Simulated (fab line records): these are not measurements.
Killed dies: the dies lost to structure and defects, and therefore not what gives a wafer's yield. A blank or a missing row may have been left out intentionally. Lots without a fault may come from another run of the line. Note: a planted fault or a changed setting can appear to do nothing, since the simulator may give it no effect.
fab line records    flow n5-finfet
record lots=7  wafers=21
route steps=1938 shown SDB@369 GATE_CUT@466 MOL_CONTACT_COAG@520 BEOL_M0_SAQP@663 BEOL_M0@715 BEOL_M1@838 BEOL_M2@841 BEOL_M3@974 BEOL_M4@1026
start-h: hours from the record's opening day to when the first of the lot's shown wafers began    wait-h: how many hours have passed since the lot's step before this one    " as in the row above    L1.1+2: a row that stands for several wafers    - no value present, or no start provided    * or withheld: withheld    < > ~ a bound
route shown NAME@n: NAME is a module with steps in the file, n the number in the route of the first one    usual: the fault-free wafers' mean and standard deviation    same: alike in all rows    chamber/n: place in a boat    sites: readings site by site    _std_site: how widely they spread, as a standard deviation    _edge_site: mean of outer sites minus mean of inner sites    radius-mm: how far each site lies from the wafer's centre    mask NAME#n: copy n    behind: the tool/chamber that last shaped the wafer    hold: cause of the lot's hold/its duration in hours/its outcome    device: whichever transistor did not switch (one of n, p or np)    end of line: the same wafers' tests at the end of the route    where a step has no rows: the recipe by itself    killed: dies lost to structure and defects at the first sort, not the wafer's yield    map: a wafer's dies, x killed, . not, _ none there
set.NAME: the setting that was run; set.NAME@STEP: the one run at that earlier step    model.NAME: the simulator's own value behind a step, which no gauge read
lots run with intentionally changed settings; tables by step, rows by wafer
## steps
# step N5_SDB_CUT_ETCH_26
# recipe chemistry=HBr/Cl2/O2  target=Si  target-depth-a=1296  bt-time-s=20  mask-material=SiNx  time-s=51.8  ion-energy-ev=*  bias-w=*  pressure-mtorr=10  icp-w=800  HBr_flow_sccm=150  Cl2_flow_sccm=80  O2_flow_sccm=12
lot.wafer  tool       chamber  start-h  wait-h  set.icp-w  model.etch.depth-nm  model.SDB.feature-depth-nm
L075.1     rie-si-04  2        72.56    0.1     848.8      130                  130
L075.3     "          1        "        "       800        129.2                129.2
L075.6     "          2        "        "       800        126.2                126.2
L077.3     rie-si-05  3        84.88    0.1     800        133.8                133.8
L077.4     "          0        "        "       670.8      123.6                123.6
L077.6     "          0        "        "       800        135.2                135.2
L082.4     rie-si-05  1        114.22   0.0     800        128.4                128.4
L082.5     "          3        "        "       741        128                  128
L082.6     "          2        "        "       741        123.7                123.8
L089.2     rie-si-05  3        155.73   0.1     800        129.5                129.4
L089.4     "          1        "        "       800        128.9                129
L089.6     "          3        "        "       800        129.7                129.8
L092.2     rie-si-04  1        173.35   0.1     800        126.8                126.8
L092.3     "          2        "        "       759.4      123.8                123.8
L092.4     "          3        "        "       759.4      123.3                123.2
L096.2     rie-si-05  0        200.67   0.1     800        135.4                135.4
L096.5     "          0        "        "       800        134.8                134.8
L096.6     "          1        "        "       800        129.4                129.4
L097.2     rie-si-04  2        208.59   0.1     800        127.2                127.2
L097.3     "          3        "        "       800        127.9                128
L097.6     "          0        "        "       923.5      137.9                137.8
# step N5_GATE_CUT_ETCH_56
# recipe chemistry=Cl2/Ar  target=TiN  target-depth-a=216  pressure-mtorr=10  icp-w=600  bias-w=60  Cl2_flow_sccm=40  Ar_flow_sccm=60
lot.wafer  tool          chamber  start-h  wait-h  set.icp-w  model.etch.depth-nm
L075.1     rie-metal-01  0        85.47    0.1     600        21.14
L075.3     "             1        "        "       600        22.15
L075.6     "             0        "        "       524.1      18.82
L077.3     rie-metal-03  1        97.81    0.1     600        21.02
L077.4     "             0        "        "       600        20.41
L077.6     "             0        "        "       600        20.49
L082.4     rie-metal-01  0        127.36   0.1     524.6      18.72
L082.5     "             0        "        "       524.6      18.8
L082.6     "             1        "        "       600        21.98
L089.2     rie-metal-02  1        172.50   0.1     600        20.13
L089.4     "             1        "        "       600        19.95
L089.6     "             1        "        "       600        20.19
L092.2     rie-metal-03  0        186.27   0.1     699.7      23.14
L092.3     "             1        "        "       600        20.78
L092.4     "             0        "        "       600        20.36
L096.2     rie-metal-03  0        214.52   0.1     600        20.22
L096.5     "             0        "        "       707.2      23.72
L096.6     "             1        "        "       600        20.81
L097.2     rie-metal-01  0        222.40   0.1     600        21.03
L097.3     "             1        "        "       497.7      18.77
L097.6     "             1        "        "       600        21.95
# step N5_GATE_CUT_ETCH_58
# recipe chemistry=CH3F/O2  target=SiNx  target-depth-a=170  time-s=128.6  ion-energy-ev=50  pressure-mtorr=30  source-w=415  bias-w=21  Ar_flow_sccm=150  CH3F_flow_sccm=30  O2_flow_sccm=20
lot.wafer  tool         chamber  start-h  wait-h  set.time-s  model.etch.depth-nm
L075.1     rie-diel-06  2        85.68    0.1     128.6       16.11
L075.3     "            1        "        "       128.6       17.37
L075.6     "            1        "        "       128.6       17.31
L077.3     rie-diel-02  1        97.96    0.0     113.3       14.51
L077.4     "            0        "        "       113.3       14.76
L077.6     "            1        "        "       128.6       16.55
L082.4     rie-diel-02  0        127.57   0.1     128.6       16.75
L082.5     "            1        "        "       128.6       16.58
L082.6     "            0        "        "       138.5       18.07
L089.2     rie-diel-06  2        172.67   0.0     128.6       16.21
L089.4     "            1        "        "       128.6       17.44
L089.6     "            3        "        "       128.6       17.63
L092.2     rie-diel-06  2        186.45   0.0     128.6       16.36
L092.3     "            3        "        "       128.6       17.33
L092.4     "            1        "        "       128.6       17.35
L096.2     rie-diel-06  3        214.69   0.0     128.6       17.17
L096.5     "            2        "        "       107.5       13.7
L096.6     "            1        "        "       107.5       14.56
L097.2     rie-diel-06  0        222.57   0.0     128.6       16.74
L097.3     "            3        "        "       108.1       14.32
L097.6     "            1        "        "       128.6       17.29
# step N5_MOL_CONTACT_COAG_COAT_02
# recipe resist=CAR-EUV  spin-rpm=1500  resist-thk-nm=30
lot.wafer   tool            chamber  start-h  wait-h  set.spin-rpm  model.CAR-EUV_of_MOL_CONTACT_COAG_COAT_02.thk-nm
L075.1+6    litho-track-05  0        -        -       1500          30
L075.3      "               0        "        "       1664          28.6
L077.3      litho-track-05  0        -        -       1353          31.6
L077.4+6    "               0        "        "       1500          30
L082.4      litho-track-01  0        -        -       1500          29.8
L082.5+6    "               0        "        "       1500          30
L089.2+4+6  litho-track-01  0        -        -       1500          30
L092.2      litho-track-01  0        -        -       1500          30
L092.3      "               0        "        "       1500          30.2
L092.4      "               0        "        "       1413          30.8
L096.2      litho-track-05  0        -        -       1632          28.8
L096.5+6    "               0        "        "       1500          30
L097.2+6    litho-track-02  0        -        -       1500          30
L097.3      "               0        "        "       1500          30.2
# step N5_MOL_CONTACT_COAG_ETCH_105
# recipe chemistry=CF4  target=SiARC  target-depth-a=156  mask-material=CAR-EUV  time-s=26  ion-energy-ev=80  pressure-mtorr=40  source-w=545  bias-w=36  Ar_flow_sccm=100  cf4-flow-sccm=100  ends=cleared
# usual rf-vpp-V=183.9/1
lot.wafer  tool         chamber  start-h  wait-h  set.bias-w  rf-vpp-V
L075.1     rie-diel-01  2        94.15    0.0     36          184.7
L075.3     "            3        "        "       30.22       165.8
L075.6     "            1        "        "       30.22       163.3
L077.3     rie-diel-04  1        106.36   0.0     36          185.6
L077.4     "            1        "        "       36          185.6
L077.6     "            0        "        "       36          183.0
L082.4     rie-diel-04  3        135.24   0.0     36          183.8
L082.5     "            1        "        "       36          184.7
L082.6     "            0        "        "       36          182.1
L089.2     rie-diel-04  3        180.05   0.0     36          182.7
L089.4     "            2        "        "       36          183.3
L089.6     "            3        "        "       36          182.4
L092.2     rie-diel-04  0        194.81   0.0     36          182.2
L092.3     "            1        "        "       41.28       202.1
L092.4     "            2        "        "       36          183.7
L096.2     rie-diel-04  1        221.99   0.0     40.1        197.3
L096.5     "            0        "        "       40.1        196.3
L096.6     "            1        "        "       36          183.7
L097.2     rie-diel-05  0        230.06   0.0     36          183.0
L097.3     "            2        "        "       36          182.9
L097.6     "            1        "        "       36          184.8
# step N5_MOL_CONTACT_COAG_VIA_ETCH_46
# recipe chemistry=C4F6/O2  target-depth-a=460  overetch-a=92  mask-material=SOC  target=SiO2  bias-w=455  pressure-mtorr=10  time-s=40  source-w=325  Ar_flow_sccm=300  C4F6_flow_sccm=10  O2_flow_sccm=10  ion-energy-ev=575.3  ends=end-point
# usual rf-vpp-V=1579/46
lot.wafer  tool         chamber  start-h  wait-h  set.bias-w  rf-vpp-V
L075.1     rie-diel-05  2        104.33   0.0     479.1       1616
L075.3     "            1        "        "       479.1       1694
L075.6     "            2        "        "       455         1554
L077.3     rie-diel-01  0        115.31   0.0     455         1627
L077.4     "            1        "        "       455         1607
L077.6     "            1        "        "       393.4       1442
L082.4     rie-diel-05  0        146.33   0.0     391.2       1421
L082.5     "            0        "        "       391.2       1419
L082.6     "            1        "        "       455         1630
L089.2     rie-diel-01  3        190.70   0.0     455         1625
L089.4     "            0        "        "       455         1627
L089.6     "            1        "        "       455         1604
L092.2     rie-diel-05  3        204.84   0.0     455         1575
L092.3     "            2        "        "       455         1551
L092.4     "            0        "        "       455         1587
L096.2     rie-diel-05  3        231.60   0.0     455         1576
L096.5     "            3        "        "       480.8       1641
L096.6     "            2        "        "       455         1554
L097.2     rie-diel-05  1        239.72   0.0     455         1630
L097.3     "            2        "        "       455         1550
L097.6     "            0        "        "       455         1590
# step N5_MOL_CONTACT_COAG_VIA_ETCH_117
# recipe chemistry=C4F6/O2  target-depth-a=400  overetch-a=80  mask-material=SOC  target=SiO2  bias-w=455  pressure-mtorr=10  time-s=26  source-w=325  Ar_flow_sccm=300  C4F6_flow_sccm=10  O2_flow_sccm=10  ion-energy-ev=575.3  ends=end-point
# usual rf-vpp-V=1578/49
lot.wafer  tool         chamber  start-h  wait-h  set.bias-w  rf-vpp-V
L075.1     rie-diel-01  3        106.12   0.0     384.8       1434
L075.3     "            1        "        "       455         1606
L075.6     "            1        "        "       384.8       1417
L077.3     rie-diel-05  3        117.54   0.0     536.8       1783
L077.4     "            0        "        "       455         1590
L077.6     "            1        "        "       536.8       1843
L082.4     rie-diel-05  2        147.70   0.0     455         1551
L082.5     "            2        "        "       455         1551
L082.6     "            3        "        "       455         1578
L089.2     rie-diel-01  2        192.37   0.0     455         1501
L089.4     "            1        "        "       455         1605
L089.6     "            2        "        "       455         1500
L092.2     rie-diel-01  3        206.26   0.0     391.3       1451
L092.3     "            2        "        "       455         1500
L092.4     "            1        "        "       391.3       1433
L096.2     rie-diel-05  3        232.85   0.0     407.9       1452
L096.5     "            0        "        "       455         1589
L096.6     "            2        "        "       455         1552
L097.2     rie-diel-04  0        241.09   0.0     418.1       1438
L097.3     "            1        "        "       418.1       1402
L097.6     "            1        "        "       455         1492
# step N5_BEOL_M0_SAQP_SPACER1_ALD_98
# recipe material=SiO2  target-thk-a=128  temp-c=300  ald-precursor-family=BDEAS  ald-co-reactant=O2-plasma  pulse-time-s=1  purge-time-s=2  co-reactant-purge-time-s=2  ald-cycles=138  pressure-torr=2
lot.wafer   tool        chamber  start-h  wait-h  set.ald-cycles  model.SiO2_of_BEOL_M0_SAQP_SPACER1_ALD_98.thk-nm
L075.1      ald-sin-01  0        116.03   0.3     129             12
L075.3+6    "           2,0      "        "       138             12.8
L077.3      ald-sin-03  2        125.83   0.1     138             12.8
L077.4      "           1        "        "       154             14.4
L077.6      "           0        "        "       154             14.2
L082.4      ald-sin-02  3        154.70   0.1     138             12.8
L082.5+6    "           2,3      "        "       160             14.8
L089.2+4+6  ald-sin-01  1,0,1    198.95   0.3     138             12.8
L092.2+3    ald-sin-01  0,1      213.01   0.3     138             12.8
L092.4      "           3        "        "       138             12.6
L096.2      ald-sin-01  1        239.92   0.3     120             11.2
L096.5+6    "           0,1      "        "       138             12.8
L097.2      ald-sin-02  1        247.57   0.3     138             13
L097.3      "           2        "        "       127             12
L097.6      "           2        "        "       138             12.8
# step N5_BEOL_M0_SAQP_SPACER1_ETCHBACK_99
# recipe chemistry=CHF3/O2  mode=anisotropic-etchback  target=SiO2  target-depth-a=154  time-s=7.7  pressure-mtorr=30  source-w=650  bias-w=170  Ar_flow_sccm=200  CHF3_flow_sccm=50  O2_flow_sccm=5  ion-energy-ev=200
# step N5_BEOL_M0_SAQP_MANDREL1_REMOVE_100
# recipe chemistry=HBr/Cl2/O2  bt-time-s=10  target=a-Si  stop-on=SiNx  endpoint=OES-SiCl  over-etch-frac=0.85  icp-w=600  bias-w=30  HBr_flow_sccm=150  Cl2_flow_sccm=80  O2_flow_sccm=5  pressure-mtorr=10
lot.wafer  tool       chamber  start-h  wait-h  set.ald-cycles@BEOL_M0_SAQP_SPACER1_ALD_98  model.SiO2_of_BEOL_M0_SAQP_SPACER1_ALD_98.thk-nm  model.BEOL_M0_SAQP.cd-nm
L075.1     rie-si-06  1        116.60   0.1     129                                         6.6                                               12
L075.3     "          0        "        "       138                                         7.4                                               12.8
L075.6     "          2        "        "       138                                         7.4                                               13
L077.3     rie-si-02  0        126.39   0.1     138                                         7.4                                               12.8
L077.4     "          3        "        "       154                                         9                                                 14.4
L077.6     "          1        "        "       154                                         9                                                 14.2
L082.4     rie-si-03  2        155.31   0.1     138                                         7.4                                               12.8
L082.5     "          1        "        "       160                                         9.4                                               15
L082.6     "          2        "        "       160                                         9.4                                               14.8
L089.2     rie-si-03  2        199.51   0.1     138                                         7.6                                               12.8
L089.4+6   "          0,2      "        "       138                                         7.4                                               12.8
L092.2+4   rie-si-03  1,2      213.77   0.1     138                                         7.4                                               12.8
L092.3     "          2        "        "       138                                         7.6                                               13
L096.2     rie-si-02  2        240.49   0.1     120                                         5.8                                               11.4
L096.5     "          0        "        "       138                                         7.4                                               12.6
L096.6     "          3        "        "       138                                         7.4                                               13
L097.2+6   rie-si-06  1,3      248.18   0.1     138                                         7.6                                               13.2
L097.3     "          3        "        "       127                                         6.6                                               12.2
# step N5_BEOL_M0_SAQP_CD_MEAS_25
# recipe target-cd-nm=13.1  landing-energy-ev=1000  detector=se-inlens
# usual cd-nm=12.84/0.23
lot.wafer  tool       chamber  start-h  wait-h  set.ald-cycles@BEOL_M0_SAQP_SPACER1_ALD_98  cd-nm
L075.1     cd-sem-03  0        116.71   0.1     129                                         11.67
L075.3     "          0        "        "       138                                         12.46
L075.6     "          0        "        "       138                                         12.70
L077.3     cd-sem-01  0        126.50   0.1     138                                         12.69
L077.4     "          0        "        "       154                                         14.03
L077.6     "          0        "        "       154                                         14.39
L082.4     cd-sem-02  0        155.43   0.1     138                                         12.76
L082.5     "          0        "        "       160                                         14.84
L082.6     "          0        "        "       160                                         15.03
L089.2     cd-sem-03  0        199.62   0.1     138                                         12.70
L089.4     "          0        "        "       138                                         12.73
L089.6     "          0        "        "       138                                         12.61
L092.2     cd-sem-01  0        213.88   0.1     138                                         12.92
L092.3     "          0        "        "       138                                         12.92
L092.4     "          0        "        "       138                                         12.51
L096.2     cd-sem-02  0        240.60   0.1     120                                         11.29
L096.5     "          0        "        "       138                                         12.95
L096.6     "          0        "        "       138                                         12.93
L097.2     cd-sem-02  0        248.29   0.1     138                                         13.50
L097.3     "          0        "        "       127                                         12.16
L097.6     "          0        "        "       138                                         13.01
# step N5_BEOL_M0_ETCH_138
# recipe chemistry=CH3F/O2  target-depth-a=120  target=SiCN  time-s=31.6  ion-energy-ev=120  pressure-mtorr=30  source-w=395  bias-w=75  Ar_flow_sccm=150  CH3F_flow_sccm=30  O2_flow_sccm=20  ends=cleared
# usual rf-vpp-V=297.0/1.2
lot.wafer  tool         chamber  start-h  wait-h  set.bias-w  rf-vpp-V
L075.1     rie-diel-05  1        121.05   0.0     64.56       269.0
L075.3     "            3        "        "       75          296.4
L075.6     "            2        "        "       75          297.8
L077.3     rie-diel-05  1        131.38   0.0     75          296.4
L077.4     "            3        "        "       75          297.1
L077.6     "            0        "        "       75          295.2
L082.4     rie-diel-05  0        159.60   0.0     61.98       264.1
L082.5     "            1        "        "       75          296.8
L082.6     "            0        "        "       75          297.6
L089.2     rie-diel-05  1        203.57   0.0     75          294.7
L089.4     "            2        "        "       75          296.8
L089.6     "            3        "        "       75          296.9
L092.2     rie-diel-05  1        218.48   0.0     66.04       273.1
L092.3     "            2        "        "       66.04       274.2
L092.4     "            0        "        "       75          295.9
L096.2     rie-diel-01  3        244.67   0.0     75          298.6
L096.5     "            2        "        "       78.92       310.6
L096.6     "            1        "        "       75          296.5
L097.2     rie-diel-04  1        252.10   0.0     67.78       278.5
L097.3     "            3        "        "       67.78       278.5
L097.6     "            0        "        "       75          296.0
# step N5_BEOL_M1_DEP_57
# recipe material=SiCN  target-thk-a=80  temp-c=withheld  precursor=3MS/NH3  pressure-torr=3  rf-w=202  time-s=14
lot.wafer  tool      chamber  start-h  wait-h  set.time-s  model.SiCN_of_BEOL_M1_DEP_57.thk-nm
L075.1+3   pecvd-03  0,1      136.24   0.0     14.6        8.2
L075.6     "         0        "        "       14          8
L077.3     pecvd-02  2        156.38   0.0     14          8
L077.4+6   "         0,2      "        "       12.01       7
L082.4     pecvd-02  2        172.59   0.0     14          8
L082.5     "         1        "        "       15.98       9.2
L082.6     "         0        "        "       14          8.2
L089.2     pecvd-04  2        218.05   0.0     14          7.8
L089.4+6   "         2,0      "        "       14          8.2
L092.2     pecvd-04  0        238.69   0.0     13.27       7.2
L092.3+4   "         2,0      "        "       14          7.8
L096.2+6   pecvd-02  0,1      260.20   0.0     14.75       8.2
L096.5     "         2        "        "       14.75       8
L097.2+3   pecvd-04  1,2      269.44   0.0     14          7.6
L097.6     "         0        "        "       14          7.8
# step N5_BEOL_M2_ILD_DEP_00
# recipe material=SiOC  target-thk-a=790  temp-c=350  precursor=DEMS/O2  pressure-torr=5  rf-w=500  time-s=15.3
lot.wafer  tool      chamber  start-h  wait-h  set.time-s  model.SiOC_of_BEOL_M2_ILD_DEP_00.thk-nm
L075.1     pecvd-01  0        136.37   0.0     16.54       84.4
L075.3     "         0        "        "       15.3        79.6
L075.6     "         0        "        "       16.54       85
L077.3     pecvd-01  0        156.51   0.0     15.3        77.6
L077.4     "         2        "        "       15.3        78.8
L077.6     "         1        "        "       15.3        79.4
L082.4     pecvd-01  0        172.72   0.1     17.53       92.4
L082.5     "         2        "        "       17.53       90.8
L082.6     "         1        "        "       17.53       92.6
L089.2     pecvd-02  1        218.18   0.0     15.3        77.2
L089.4     "         0        "        "       15.3        79.4
L089.6     "         0        "        "       15.3        78.8
L092.2     pecvd-01  0        238.82   0.0     15.3        78
L092.3     "         2        "        "       15.3        77.4
L092.4     "         2        "        "       15.3        78.2
L096.2     pecvd-04  2        260.33   0.0     15.3        77.8
L096.5     "         0        "        "       15.3        79.4
L096.6     "         1        "        "       13.9        72.8
L097.2     pecvd-02  1        269.57   0.0     17.48       88
L097.3     "         0        "        "       15.3        77.2
L097.6     "         2        "        "       15.3        80.6
# step N5_BEOL_M2_THK_MEAS_01
# recipe reads=SiOC_of_BEOL_M2_ILD_DEP_00
# usual M2_ILD_THK=78.5/1.3
lot.wafer  tool           chamber  start-h  wait-h  set.time-s@BEOL_M2_ILD_DEP_00  M2_ILD_THK[nm]
L075.1     film-metro-02  -        136.46   0.1     16.54                          84.5
L075.3     "              -        "        "       15.3                           79.6
L075.6     "              -        "        "       16.54                          85.1
L077.3     film-metro-01  -        156.58   0.1     15.3                           77.6
L077.4     "              -        "        "       15.3                           78.7
L077.6     "              -        "        "       15.3                           79.4
L082.4     film-metro-02  -        172.77   0.0     17.53                          92.4
L082.5     "              -        "        "       17.53                          90.9
L082.6     "              -        "        "       17.53                          92.6
L089.2     film-metro-02  -        218.27   0.1     15.3                           77.2
L089.4     "              -        "        "       15.3                           79.4
L089.6     "              -        "        "       15.3                           78.9
L092.2     film-metro-01  -        238.88   0.1     15.3                           77.9
L092.3     "              -        "        "       15.3                           77.4
L092.4     "              -        "        "       15.3                           78.1
L096.2     film-metro-02  -        260.40   0.1     15.3                           77.9
L096.5     "              -        "        "       15.3                           79.4
L096.6     "              -        "        "       13.9                           72.7
L097.2     film-metro-01  -        269.63   0.1     17.48                          87.9
L097.3     "              -        "        "       15.3                           77.3
L097.6     "              -        "        "       15.3                           80.6
# step N5_BEOL_M3_ETCH_70
# recipe chemistry=N2/H2  target=SOC  target-depth-a=800  overetch-a=160  mask-material=SiARC  temp-c=40  time-s=120  ion-energy-ev=200  pressure-mtorr=30  source-w=840  bias-w=150  n2-flow-sccm=200  h2-flow-sccm=200
lot.wafer   tool         chamber  start-h  wait-h  set.time-s  model.SiARC_of_BEOL_M3_COAT_68.thk-nm
L075.1      rie-diel-03  0        154.90   0.0     120         6.8
L075.3+6    "            3        "        "       130.5       6.4
L077.3      rie-diel-03  3        168.05   0.0     120         6.8
L077.4      "            2        "        "       120         6.4
L077.6      "            1        "        "       130         6.2
L082.4      rie-diel-02  3        192.32   0.0     120         6.6
L082.5      "            1        "        "       120         6.8
L082.6      "            0        "        "       120         6.4
L089.2+6    rie-diel-02  3,2      233.83   0.0     120         6.6
L089.4      "            1        "        "       120         6.8
L092.2      rie-diel-03  1        258.68   0.0     94.08       7.8
L092.3+4    "            0,1      "        "       120         6.8
L096.2      rie-diel-03  2        278.31   0.0     120         6.6
L096.5      "            2        "        "       102.7       7.4
L096.6      "            1        "        "       120         6.8
L097.2+3+6  rie-diel-02  0,2,3    294.61   0.0     120         6.6
# step N5_BEOL_M3_TRENCH_ETCH_37
# recipe chemistry=C4F6/O2  target-depth-a=555.55  target=SiOC  time-s=29.2  ion-energy-ev=250  pressure-mtorr=30  source-w=355  bias-w=185  Ar_flow_sccm=300  C4F6_flow_sccm=10  O2_flow_sccm=10
lot.wafer  tool         chamber  start-h  wait-h  set.source-w  model.BEOL_M3.feature-depth-nm  model.etch.depth-nm
L075.1     rie-diel-03  0        -        -       306.6         51                              50.92
L075.3     "            3        "        "       306.6         50.2                            50.16
L075.6     "            3        "        "       306.6         50.2                            50.25
L077.3     rie-diel-03  3        -        -       418.4         57.4                            57.3
L077.4     "            2        "        "       418.4         58.6                            58.7
L077.6     "            1        "        "       418.4         59                              59.01
L082.4     rie-diel-02  3        -        -       295.4         50.8                            50.79
L082.5     "            1        "        "       295.4         50.4                            50.35
L082.6     "            0        "        "       355           54.4                            54.35
L089.2     rie-diel-02  3        -        -       355           54.4                            54.47
L089.4     "            1        "        "       355           53.8                            53.7
L089.6     "            2        "        "       355           53.8                            53.78
L092.2     rie-diel-03  1        -        -       355           55.4                            55.45
L092.3     "            0        "        "       355           54.4                            54.33
L092.4     "            1        "        "       355           56                              55.95
L096.2     rie-diel-03  2        -        -       375.7         56.6                            56.68
L096.5     "            2        "        "       355           55.2                            55.17
L096.6     "            1        "        "       375.7         56                              55.99
L097.2     rie-diel-02  0        -        -       319.7         52.4                            52.39
L097.3     "            2        "        "       355           55                              54.95
L097.6     "            3        "        "       319.7         53                              53.04
# step N5_BEOL_M4_COAT_62
# recipe resist=SiARC  temp-c=220  time-s=60  spin-rpm=1500  resist-thk-nm=12
lot.wafer   tool            chamber  start-h  wait-h  set.spin-rpm
L075.1+6    litho-track-02  0        -        -       1565
L075.3      "               0        "        "       1500
L077.3+4+6  litho-track-03  0        -        -       1500
L082.4+5    litho-track-04  0        -        -       1549
L082.6      "               0        "        "       1500
L089.2+4+6  litho-track-03  0        -        -       1500
L092.2+4    litho-track-02  0        -        -       1600
L092.3      "               0        "        "       1500
L096.2      litho-track-04  0        -        -       1500
L096.5+6    "               0        "        "       1552
L097.2+6    litho-track-04  0        -        -       1450
L097.3      "               0        "        "       1500
## key
split step=N5_SDB_CUT_ETCH_26  setting=icp-w  stated=800  by=wafer
response step=N5_SDB_CUT_ETCH_26  reading=model.etch.depth-nm  change=+0.625  per=1%  r=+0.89
response step=N5_SDB_CUT_ETCH_26  reading=model.SDB.feature-depth-nm  change=+0.621  per=1%  r=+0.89
split step=N5_GATE_CUT_ETCH_56  setting=icp-w  stated=600  by=wafer
response step=N5_GATE_CUT_ETCH_56  reading=model.etch.depth-nm  change=+0.185  per=1%  r=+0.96
split step=N5_GATE_CUT_ETCH_58  setting=time-s  stated=128.6  by=wafer
response step=N5_GATE_CUT_ETCH_58  reading=model.etch.depth-nm  change=+0.175  per=1%  r=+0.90
split step=N5_MOL_CONTACT_COAG_COAT_02  setting=spin-rpm  stated=1500  by=wafer
response step=N5_MOL_CONTACT_COAG_COAT_02  reading=model.CAR-EUV_of_MOL_CONTACT_COAG_COAT_02.thk-nm  change=-0.14  per=1%  r=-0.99
split step=N5_MOL_CONTACT_COAG_ETCH_105  setting=bias-w  stated=36  by=wafer
response step=N5_MOL_CONTACT_COAG_ETCH_105  reading=rf-vpp-V  change=+1.25  per=1%  r=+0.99
split step=N5_MOL_CONTACT_COAG_VIA_ETCH_46  setting=bias-w  stated=455  by=wafer
response step=N5_MOL_CONTACT_COAG_VIA_ETCH_46  reading=rf-vpp-V  change=+14.3  per=1%  r=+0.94
split step=N5_MOL_CONTACT_COAG_VIA_ETCH_117  setting=bias-w  stated=455  by=wafer
response step=N5_MOL_CONTACT_COAG_VIA_ETCH_117  reading=rf-vpp-V  change=+10.1  per=1%  r=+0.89
split step=N5_BEOL_M0_SAQP_SPACER1_ALD_98  setting=ald-cycles  stated=138  by=wafer
response step=N5_BEOL_M0_SAQP_SPACER1_ALD_98  reading=model.SiO2_of_BEOL_M0_SAQP_SPACER1_ALD_98.thk-nm  change=+0.124  per=1%  r=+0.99
response step=N5_BEOL_M0_SAQP_MANDREL1_REMOVE_100  reading=model.SiO2_of_BEOL_M0_SAQP_SPACER1_ALD_98.thk-nm  change=+0.127  per=1%  r=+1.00
response step=N5_BEOL_M0_SAQP_MANDREL1_REMOVE_100  reading=model.BEOL_M0_SAQP.cd-nm  change=+0.125  per=1%  r=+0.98
response step=N5_BEOL_M0_SAQP_CD_MEAS_25  reading=cd-nm  change=+0.133  per=1%  r=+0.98
split step=N5_BEOL_M0_ETCH_138  setting=bias-w  stated=75  by=wafer
response step=N5_BEOL_M0_ETCH_138  reading=rf-vpp-V  change=+1.94  per=1%  r=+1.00
split step=N5_BEOL_M1_DEP_57  setting=time-s  stated=14  by=wafer
response step=N5_BEOL_M1_DEP_57  reading=model.SiCN_of_BEOL_M1_DEP_57.thk-nm  change=+0.0754  per=1%  r=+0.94
split step=N5_BEOL_M2_ILD_DEP_00  setting=time-s  stated=15.3  by=wafer
response step=N5_BEOL_M2_ILD_DEP_00  reading=model.SiOC_of_BEOL_M2_ILD_DEP_00.thk-nm  change=+0.636  per=1%  r=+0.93
response step=N5_BEOL_M2_THK_MEAS_01  reading=M2_ILD_THK  change=+0.639  per=1%  r=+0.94
split step=N5_BEOL_M3_ETCH_70  setting=time-s  stated=120  by=wafer
response step=N5_BEOL_M3_ETCH_70  reading=model.SiARC_of_BEOL_M3_COAT_68.thk-nm  change=-0.047  per=1%  r=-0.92
split step=N5_BEOL_M3_TRENCH_ETCH_37  setting=source-w  stated=355  by=wafer
response step=N5_BEOL_M3_TRENCH_ETCH_37  reading=model.BEOL_M3.feature-depth-nm  change=+0.224  per=1%  r=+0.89
response step=N5_BEOL_M3_TRENCH_ETCH_37  reading=model.etch.depth-nm  change=+0.223  per=1%  r=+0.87
split step=N5_BEOL_M4_COAT_62  setting=spin-rpm  stated=1500  by=wafer
response none in this file
